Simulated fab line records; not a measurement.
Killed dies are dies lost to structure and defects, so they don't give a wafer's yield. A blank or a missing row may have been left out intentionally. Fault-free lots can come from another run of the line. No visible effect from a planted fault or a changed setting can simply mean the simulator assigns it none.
A lot that was struck, set against a sound lot	flow nand harc	15 out of 1302 route steps
Sound: these wafers, L486.2, L486.3, L486.5. Wafers struck: L502.1, L502.4, L502.5. The cause is given at the end.
Order at every step that has rows: each side's tool, ch and its chambers, its first start. Under that, the readings that differ: sound wafers	struck wafers	difference of the means	sigmas: that difference in standard deviations of wafers without a fault.
alike: words and numbers the same on both sides, and readings whose means are apart by under 2 such deviations; not compared: readings that were withheld, readings missing a value for some wafer, numbers with overlapping values and no deviation given by the record, and bounds like >300 which may hide the same value.
The two part at a step that has a row with sigmas, a row that says differs or no value, or rows on one side only. Non-overlapping numbers with no deviation appear without sigmas and do not part them. A reading missing from all wafers of one side parts the sides only when that side holds two or more wafers.

first, 7 steps without rows for these wafers: NHARC_A_CONTACT_COAT_35 (time 65 s); NHARC_A_CONTACT_COAT_36 (resist thk 90 nm); NHARC_A_CONTACT_SOFTBAKE_37 (time 55 s); NHARC_A_CONTACT_EBR_38; NHARC_A_CONTACT_EXPOSE_39 (exposes mask A CC 3); NHARC_A_CONTACT_PEB_40 (peb time 65 s); NHARC_A_CONTACT_DEVELOP_41 (develop time 35 s).
NHARC_A_CONTACT_CD_MEAS_42: the cd target is 300 nm.
  sound on cd sem-01 ch 0, day 22 02:08; struck on cd sem-03 ch 0, day 29 05:48
  alike: cd nm
NHARC_A_CONTACT_OVL_MEAS_43:
  sound on overlay-02 at day 22 02:14; struck on overlay-01 at day 29 05:53
  alike: overlay x nm, overlay y nm
NHARC_A_CONTACT_INSPECT_44:
  sound on defect inspect-02 at day 22 02:16; struck on defect inspect-02 at day 29 05:56
reading	sound	struck	difference	sigmas
raw defect count	13 16 17	94 96 101	+82	+2
NHARC_A_CONTACT_DESCUM_47: chemistry O2, time 3 s.
  sound on rie diel-04 ch 0,2,3, day 22 02:20; struck on rie diel-04 ch 1,2,3, day 29 05:59
  alike: drypump motor current A, oes product au, rf vpp V, showerhead plenum p Torr, throttle valve pct
  not compared: rf hours counter h
NHARC_A_CONTACT_ETCH_48: etches the open film in CF4, target depth 39 nm, time 65 s.
  sound on rie diel-04 ch 0,1, day 22 02:25; struck on rie diel-04 ch 0,1, day 29 06:04
  alike: drypump motor current A, oes product au, rf vpp V, run length s, showerhead plenum p Torr, throttle valve pct
  not compared: rf hours counter h
NHARC_A_CONTACT_ETCH_49: etches the open film in N2/H2, target depth 260 nm, time 475.3 s.
  sound on rie diel-04 ch 0,1,3, day 22 02:32; struck on rie diel-04 ch 1,3, day 29 06:10
reading	sound	struck	difference	sigmas
run length s (s)	495.7 497.0 496.8	451.3 450.2 450.9	-45.7	-93
  alike: drypump motor current A, h2 flow sccm, oes product au, rf vpp V, showerhead plenum p Torr, throttle valve pct
  not compared: rf hours counter h
NHARC_A_CONTACT_ETCH_50: etches the open film in CF4/CHF3, target depth 121 nm, time 60.5 s.
  sound on rie diel-04 ch 0,1; struck on rie diel-04 ch 0,3
reading	sound	struck	difference	sigmas
drypump motor current A (A)	6.1 6.2 6.2	4.8 6.1 4.8	-0.9	-2
  alike: oes product au, rf vpp V, run length s, showerhead plenum p Torr, throttle valve pct
  not compared: rf hours counter h
-- record jumps: 3 days between struck wafers' starts before vs after; left off in module A_CONTACT, resumes in module END, first step shown is number 1302 of the route --
NHARC_END_SORT_01:
  sound on prober-01 ch 0, day 25 14:49; struck on prober-02 ch 0, day 32 05:59
reading	sound	struck	difference	sigmas
killed at array	18 21 22	67 73	+50	+2
killed dies	21 24 27	69 76	+48	+2
  alike: killed at other, killed at periphery, killed open, killed short

## WHERE THEY PART
Earliest at NHARC_A_CONTACT_INSPECT_44; latest, in this record, at NHARC_END_SORT_01.

WHY: what had been put in by the simulator
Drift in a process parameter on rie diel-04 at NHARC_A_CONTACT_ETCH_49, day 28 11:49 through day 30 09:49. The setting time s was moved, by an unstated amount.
